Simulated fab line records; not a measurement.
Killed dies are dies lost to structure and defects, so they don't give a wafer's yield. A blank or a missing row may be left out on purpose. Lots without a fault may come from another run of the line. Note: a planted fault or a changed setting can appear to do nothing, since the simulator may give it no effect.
Split-lot trial | flow n5Finfet | route with 1938 steps; 7 lots, 21 wafers read

SPLIT DETAILS
At N5_BEOL_M4_TRENCH_ETCH_37 (etches SiOC in C4F6/O2, target depth 55.555 nm, time 29.2 s), the setting biasW was moved away from the recipe's 185 W on 9 of the 21 wafers read, by -10.7% to +14.4%. All remaining wafers had this setting at the recipe value.

FROM THE SPLIT TO THE READING: what the file shows between them, 2 steps
- N5_BEOL_M4_ETCH_41: etches SiCN in CH3F/O2, target depth 29.9 nm, time 52.5 s
- N5_BEOL_M4_STRIP_97: strips in N2/H2, time 10 s

THE READING
trenchDepthNm, in nm, at N5_BEOL_M4_OCD_MEAS_38. Fault-free wafers of this fab line usually give 55.5 nm, standard deviation 0.96 nm.

wafer  | tool, chamber at the split | biasW as run, W | against the recipe | trenchDepthNm, nm | against lot-mates on the recipe
L079.1 | rieDiel-04, 1              | 185             | recipe             | 56.2              | -
L079.3 | rieDiel-04, 2              | 185             | recipe             | 55.6              | -
L079.4 | rieDiel-04, 1              | 196             | +5.9%              | 56.6              | +0.7
L078.1 | rieDiel-04, 1              | 185             | recipe             | 55.3              | -
L078.2 | rieDiel-04, 3              | 201.1           | +8.7%              | 58.4              | +2.9
L078.3 | rieDiel-04, 2              | 185             | recipe             | 55.7              | -
L081.2 | rieDiel-06, 1              | 172.1           | -7.0%              | 54.0              | -0.9
L081.5 | rieDiel-06, 3              | 172.1           | -7.0%              | 54.8              | -0.1
L081.6 | rieDiel-06, 2              | 185             | recipe             | 54.9              | -
L085.2 | rieDiel-04, 0              | 211.6           | +14.4%             | 60.1              | +4.1
L085.4 | rieDiel-04, 2              | 211.6           | +14.4%             | 58.7              | +2.7
L085.6 | rieDiel-04, 1              | 185             | recipe             | 56.0              | -
L087.1 | rieDiel-02, 2              | 185             | recipe             | 55.3              | -
L087.2 | rieDiel-02, 0              | 206.6           | +11.7%             | 57.7              | +3.2
L087.4 | rieDiel-02, 3              | 185             | recipe             | 53.7              | -
L091.1 | rieDiel-06, 2              | 185             | recipe             | 54.3              | -
L091.2 | rieDiel-06, 1              | 165.2           | -10.7%             | 53.1              | -1.2
L091.4 | rieDiel-06, 3              | 165.2           | -10.7%             | 53.5              | -0.8
L097.1 | rieDiel-06, 0              | 185             | recipe             | 54.2              | -
L097.2 | rieDiel-06, 1              | 185             | recipe             | 54.6              | -
L097.4 | rieDiel-06, 2              | 185             | recipe             | 54.2              | -

FIT RESULTS
A straight line over all 21 wafers: trenchDepthNm changes by +0.238 nm for each +1% of biasW; r = +0.90; the points scatter about the line by 0.84 nm.
The same after taking each lot's own level away (the mean of its wafers on the recipe; 21 wafers): +0.189 nm for each +1%; r = +0.90; scatter 0.64 nm.
Per that fit: largest biasW move, reading shift of 2.7 nm.
The span of the lots' own levels, 54.30 to 56.00 nm, comes to 1.8 times the standard deviation stated above.
Hence the slope depends on the lot-to-lot level, as the two fits are not the same.
Check: for one of the wafers moved furthest among these (+14.4%), held out of the fit, the line's prediction against its lot-mates is +2.72 nm. Against them it came out at +4.1 nm.
Tool readings at the split's step, against how far the setting was moved: rfVppV r = +0.99.

FURTHER SPLITS ON THESE WAFERS
Note: prior to the reading, these wafers also went through further splits. Each is held against what the fit with the lots' levels taken away leaves over:
other split on the same wafers | wafers away from the commonest value | r with trenchDepthNm (lot level and that fit taken away)
N5_BEOL_M4_ILD_DEP_00 timeS    | 6                                    | +0.08

THE WHOLE CHAIN: every reading that the file lists as answering this split, in the file's order
step                      | what it does                                                | reading                                                                 | change (the file's fit)               | r (the file's)
N5_BEOL_M4_TRENCH_ETCH_37 | etches SiOC in C4F6/O2, target depth 55.555 nm, time 29.2 s | rfVppV                                                                  | +5.26 V for each +1% of the setting   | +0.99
N5_BEOL_M4_TRENCH_ETCH_37 | etches SiOC in C4F6/O2, target depth 55.555 nm, time 29.2 s | etch.depthNm (the simulator's own value, which no gauge read)           | +0.204 nm for each +1% of the setting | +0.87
N5_BEOL_M4_TRENCH_ETCH_37 | etches SiOC in C4F6/O2, target depth 55.555 nm, time 29.2 s | BEOL_M4.featureDepthNm (the simulator's own value, which no gauge read) | +0.203 nm for each +1% of the setting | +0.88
N5_BEOL_M4_OCD_MEAS_38    |                                                             | trenchDepthNm                                                           | +0.209 nm for each +1% of the setting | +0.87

THE FILE'S OWN FIT
trenchDepthNm changes by +0.209 nm for each +1% of biasW, r = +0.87.
